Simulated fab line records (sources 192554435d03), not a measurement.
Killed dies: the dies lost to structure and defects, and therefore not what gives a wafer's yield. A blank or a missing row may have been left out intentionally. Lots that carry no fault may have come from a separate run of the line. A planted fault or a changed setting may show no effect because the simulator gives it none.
A struck lot beside a sound one || flow n5-finfet || 20 out of 1938 route steps
Sound: the wafers L394.1, L394.3, L394.6. Struck: wafers L380.2, L380.3, L380.5. The cause comes at the end.
At each step with rows: each side's tool, then ch and its chambers, then its first start. Under that, the readings that differ: sound wafers || struck wafers || difference of the means || sigmas: that difference in standard deviations of wafers without a fault.
alike: readings with means less than 2 such deviations apart, plus words and numbers identical on both sides. not compared: withheld readings, readings lacking a value on some wafer, bounds such as >300 that could conceal the same value, and numbers that have no deviation in the record and whose values overlap.
A row with sigmas, a row that says differs or no value, or rows on one side alone: a step with any of these is where the two part. Non-overlapping numbers with no deviation appear without sigmas and do not part them. A reading that every wafer of one side lacks parts them only if that side has two wafers or more.

first, 9 steps without rows for these wafers: N5_BEOL_M0_CUTY_SOFTBAKE_53 (time 60 s); N5_BEOL_M0_CUTY_EXPOSE_54 (exposes mask M0 ABLK); N5_BEOL_M0_CUTY_PEB_55 (peb time 60 s); N5_BEOL_M0_CUTY_DEVELOP_56 (develop time 30 s); N5_BEOL_M0_CUTY_DESCUM_61 (chemistry O2, time 7.9 s); N5_BEOL_M0_CUTY_ETCH_62 (etches SiARC in CF4, time 58.5 s); N5_BEOL_M0_CUTY_ETCH_63 (etches SOC in N2/H2, target depth 82.7 nm, overetch 16.5 nm, time 124 s); N5_BEOL_M0_CUTY_STRIP_64 (strips in N2/H2); N5_BEOL_M0_ETCH_138 (etches SiCN in CH3F/O2, target depth 12 nm, time 31.6 s).
N5_BEOL_M0_HM_OPEN_105: chemistry Cl2/BCl3, target TiN, target depth 12 nm.
  sound on rie-metal-02 ch 0,1, day 10 12:35; struck on rie-metal-03 ch 1, day 6 17:11
  no value came back on the struck wafers for any of 6 readings (bcl3-flow-sccm (sccm), bias-w (W) and others); on the sound wafers bcl3-flow-sccm (sccm) reads 21.75 21.80 21.80
{"reading": "model.SiO2_of_BEOL_M0_SAQP_SPACER2_ALD_26.thk-nm (nm)", "sound": "2.8 2.8 2.8", "struck": "5.2 5 5", "difference": "+2.3", "sigmas": ""}
  not compared: rf-hours-counter-h
then, 3 steps without rows for these wafers: N5_BEOL_M0_STRIP_140 (strips in CF4); N5_BEOL_M0_STRIP_104 (strips in N2/H2); N5_BEOL_M0_WET_ETCH_106 (etches SiO2 in DHF, target depth 130 nm, rinse time 30 s).
N5_BEOL_M0_ETCH_128: etches SiCN in CF4/N2, target depth 12 nm, overetch 5.1 nm, time 21.4 s.
  sound on rie-diel-04 ch 0,1, day 10 13:46; struck on rie-diel-03 ch 0,1,3, day 6 17:52
{"reading": "bias-w (W)", "sound": "69.64 69.75 69.55", "struck": "70.21 70.15 70.19", "difference": "+0.54", "sigmas": "+3"}
{"reading": "oes-product-au (a.u.)", "sound": "0.59 0.58 0.58", "struck": "0.33 0.28 0.26", "difference": -0.29, "sigmas": -5}
  alike: drypump-motor-current-A, rf-vpp-V, showerhead-plenum-p-Torr, throttle-valve-pct
  not compared: rf-hours-counter-h
then, 2 steps without rows for these wafers: N5_BEOL_M0_TRENCH_ETCH_107 (etches SiOC in C4F6/O2, target depth 32.8 nm, time 16.4 s); N5_BEOL_M0_STRIP_142 (strips in N2/H2, time 10 s).
N5_BEOL_M0_OCD_MEAS_108:
  sound on ocd-01 at day 10 13:55; struck on ocd-01 at day 6 18:01
{"reading": "trench-depth-nm (nm)", "sound": "32.6 33.1 32.9", "struck": "0 0 0.4", "difference": -33, "sigmas": -67}
then, 1 step without rows for these wafers: N5_BEOL_M0_HM_STRIP_129 (strips TiN in peroxide tin strip, target depth 17 nm, time 108 s).
N5_BEOL_M4_RC_MEAS_101:
  the record has rows for the sound wafers here (prober-01 ch 0, day 13 16:47) and none for the struck ones
-- a jump in the record: the struck wafers' starts before and after are 8 days apart (it breaks off in module BEOL_M4 and resumes in module PASSIVATION, where the first step shown is number 1936 of the route) --
N5_PASSIVATION_PROBE_49:
  rows exist in the record for the struck wafers here (prober-01, day 15 03:10), but not for the sound ones

== WHERE THEY PART ==
At N5_BEOL_M0_HM_OPEN_105 first; at N5_PASSIVATION_PROBE_49 last (within this record only).

WHY: whatever the simulator had introduced
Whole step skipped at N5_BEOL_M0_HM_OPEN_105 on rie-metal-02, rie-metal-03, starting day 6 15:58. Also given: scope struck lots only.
